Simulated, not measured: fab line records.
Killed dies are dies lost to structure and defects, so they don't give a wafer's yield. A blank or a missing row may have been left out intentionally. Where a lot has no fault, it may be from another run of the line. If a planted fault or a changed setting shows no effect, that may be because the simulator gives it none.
Which tool was responsible?    flow n5-finfet    12 lots, 36 wafers sampled, at 2 steps of a route of 1938

WHAT THE GAUGES SHOWED, per wafer
N5_BEOL_M8_CD_MEAS_18: pitch 80 nm, target cd 40 nm.
lot   measured      on         cd-nm (nm)
L075  day 10 01:43  cd-sem-01  38.6 39.0 38.7
L078  day 10 12:31  cd-sem-03  41.5 41.5 40.8
L081  day 11 07:55  cd-sem-02  38.6 38.8 39.1
L079  day 11 08:23  cd-sem-03  41.3 40.9 40.0
L082  day 12 02:58  cd-sem-03  38.4 39.2 38.1
L084  day 12 12:44  cd-sem-01  39.1 39.0 38.7
L087  day 13 02:26  cd-sem-01  39.2 38.5 39.4
L089  day 13 11:31  cd-sem-03  41.2 40.2 39.5
L091  day 14 08:42  cd-sem-03  39.8 40.4 39.5
L092  day 14 19:37  cd-sem-02  39.5 38.8 39.2
L094  day 15 12:32  cd-sem-03  38.6 38.7 38.4
L096  day 16 00:25  cd-sem-03  38.9 39.4 39.9

EACH LOT AND THE TOOL THAT RAN IT (in order: tool; ch and the chambers of the sampled wafers; start)
lot   N5_BEOL_M8_PECVD_70
L075  pecvd-02 ch 0,1,2, day 9 23:00
L078  pecvd-02 ch 0,2, day 10 11:01
L081  pecvd-04 ch 0,1,2, day 11 03:21
L079  pecvd-04 ch 0,1,2, day 11 05:02
L082  pecvd-04 ch 0,2, day 12 01:13
L084  pecvd-02 ch 0,1,2, day 12 11:18
L087  pecvd-04 ch 1,2, day 13 00:03
L089  pecvd-03 ch 0,1,2, day 13 09:17
L091  pecvd-02 ch 0,1,2, day 14 07:23
L092  pecvd-03 ch 0,2, day 14 16:28
L094  pecvd-02 ch 0,1, day 15 09:28
L096  pecvd-04 ch 0,1,2, day 15 22:13
- N5_BEOL_M8_PECVD_70: deposits SiO2 from TEOS/O2, target thk 20 nm, time 22.7 s.

THE ANSWER, worked out from the rows above alone
Rule: usual is defined by the lots themselves. Put in order of their means at a reading, lots are off if they are a third of the lots or fewer, leave a main group of 4 or more, and stand apart from it by a gap of 3 or more times the standard deviation of the main group's means; of several such gaps the widest counts. A main group whose means are all the same, to the digits that the tables above print for the reading, isn't used. A lot without any number at a reading at which 4 lots or more have one is off too. The other lots that the step has rows for count as sound.
No lot is off at any reading shown: from this, nothing can be told.

WHAT THE SIMULATOR PUT IN
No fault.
